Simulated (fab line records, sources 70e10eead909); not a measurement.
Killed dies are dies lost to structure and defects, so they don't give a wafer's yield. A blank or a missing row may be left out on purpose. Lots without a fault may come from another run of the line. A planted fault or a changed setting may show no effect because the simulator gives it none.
Chamber matching | flow nand_harc | NHARC_A_CONTACT_ETCH_88 on rie_diel-12: 4 sister chambers
The step etches the open film in CF4, target depth 39 nm, time 65 s. 4 wafers are shown with their chamber, then 10 later ones without.

WAFERS WITH THEIR CHAMBER
wafer  | chamber | showerhead_plenum_p_Torr (Torr)
L252.2 | 3       | 1.79
L252.6 | 0       | 1.67
L257.3 | 2       | 1.66
L257.5 | 1       | 1.70

WAFERS WITHOUT THEIR CHAMBER
wafer  | showerhead_plenum_p_Torr (Torr)
L257.6 | 1.66
L259.1 | 1.79
L259.5 | 1.79
L259.6 | 1.66
L262.2 | 1.79
L262.4 | 1.70
L262.6 | 1.79
L266.3 | 1.66
L266.4 | 1.69
L266.6 | 1.66

WHICH CHAMBER EACH WENT THROUGH
wafer  | from the rows above | in truth
L257.6 | 2                   | 2
L259.1 | 3                   | 3
L259.5 | 3                   | 3
L259.6 | 2                   | 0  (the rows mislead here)
L262.2 | 3                   | 3
L262.4 | 1                   | 1
L262.6 | 3                   | 3
L266.3 | 2                   | 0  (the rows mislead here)
L266.4 | 1                   | 1
L266.6 | 2                   | 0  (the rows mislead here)
Placed correctly: 7 of 10. Can't be placed from these rows: 0. Placed wrongly: 3.
How it was worked out, from the rows above alone: a wafer's distance from a chamber is the root of the sum, over the readings, of the square of ((its reading less the chamber's mean) divided by the reading's scatter). The wafer belongs to the nearest chamber; if the next one is less than 2 further off, it can't be placed. A chamber's mean is the mean of its shown wafers. The scatter: with one shown wafer a chamber, the root of the mean of the squares of how far each hidden wafer lies from its nearest shown one.
